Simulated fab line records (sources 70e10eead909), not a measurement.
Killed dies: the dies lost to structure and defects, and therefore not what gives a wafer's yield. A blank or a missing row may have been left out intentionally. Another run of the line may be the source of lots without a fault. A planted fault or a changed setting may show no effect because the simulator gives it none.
8D (eight disciplines) problem report, filled in by code    flow nandHarc    the parts of the form that need people (team, actions taken, sign-off) are left out

== 1. WHAT WENT WRONG ==
Wafers with no fault read 25 with a standard deviation of 9.2, whereas killedAtArray at NHARC_END_SORT_01 reads a mean of 673 on 1 wafer of 1 lot. That puts it +70 standard deviations away from the usual mean.
The first sign was on wafer L642.4 at day 22 05:53, on prober-02. The record holds 3 wafers of 1 lot with a number at this step. The rule behind "out" and "out of limits": a value lying over 4 standard deviations away from the usual mean. All remaining wafers that have a number are taken as sound.

== 2. WHAT IT IS, WHAT IT ISN'T ==
question                     is                         is not
which readings at this step  killedAtArray, killedDies  killedAtOther, killedAtPeriphery, killedOpen, killedShort
which lots                   L642                       -
which wafers of those lots   L642.4                     L642.2, L642.5
read on which gauges         prober-02                  -
when                         from day 22 05:53          up to then (1 sound wafer); but 1 sound wafer of L642 came after

== 3. THE SUSPECTS, EACH WITH WHAT RULES IT OUT ==
Counting: if a tool at a process step up to the reading ran every lot that is out, it stays a suspect. Sound lots after the first of them don't rule it out here, since some wafers of a struck lot are sound.
- the gauge at NHARC_END_SORT_01: kept. All the wafers that are out were read on prober-02, and no step on other tools shows them out.
- rtpAnneal-01 at NHARC_A_WL_FILL_RTA_01 (time 5 s): kept. It ran the lot that is out, L642 (day 17 17:32).
- aldMetal-04 at NHARC_A_WL_FILL_ALD_02 (deposits TiN, target thk 2 nm, pulse time 3 s, ald cycles 100): kept. It ran the lot that is out, L642 (day 17 17:47).
- aldHk-03 at NHARC_A_WL_FILL_ALD_10 (deposits SiO2, target thk 50 nm, pulse time 10 s, ald cycles 500): kept. It ran the lot that is out, L642 (day 18 06:43).
- At NHARC_A_WL_FILL_ALD_02, inside aldMetal-04: chamber 0 took the wafers that are out, while their sound lot-mates went through chambers 2, 3.
- At NHARC_A_WL_FILL_ALD_10, inside aldHk-03: chamber 0 took the wafers that are out, while their sound lot-mates went through chambers 1, 3.
Left after counting: rtpAnneal-01 at NHARC_A_WL_FILL_RTA_01, aldMetal-04 at NHARC_A_WL_FILL_ALD_02, aldHk-03 at NHARC_A_WL_FILL_ALD_10, prober-02 at NHARC_END_SORT_01.

== 4. THE CAUSE (what the simulator had put in) ==
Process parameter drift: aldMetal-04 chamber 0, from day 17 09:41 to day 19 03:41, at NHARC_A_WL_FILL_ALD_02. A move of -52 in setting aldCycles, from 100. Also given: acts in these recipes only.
This tool is one of the 4 suspects left after counting.

== 5. THE CHAIN OF EFFECTS, in route order ==
Rows list readings where the struck wafers' mean (over those with a number) sits beyond 3 standard deviations from the usual. Readings are gone through only where the record gives a usual standard deviation; hours: the median, over the lots, of the time from a lot's start at the first step in this table giving one to that lot's start at this step; sigmas: the change measured in usual standard deviations.
hours  step               reading        usual  on struck wafers  change  sigmas
0      NHARC_END_SORT_01  killedAtArray  25     673               +648    +70
0      NHARC_END_SORT_01  killedDies     30     677               +647    +67

== 6. HOW IT WOULD HAVE BEEN CAUGHT EARLIER ==
116 hours passed between the start of the fault at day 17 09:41 and the first reading out of limits at a measuring or inspecting step in this record, taken at day 22 05:53.
An alarm limit of 4 standard deviations would not have fired on the tool readings at NHARC_A_WL_FILL_ALD_02 for which the record gives a usual standard deviation, since none of them was out on any struck wafer.
Lots out: 1; all had begun NHARC_A_WL_FILL_ALD_02 on aldMetal-04 by day 22 05:53. Tool hold at that time: it would have spared none of them.
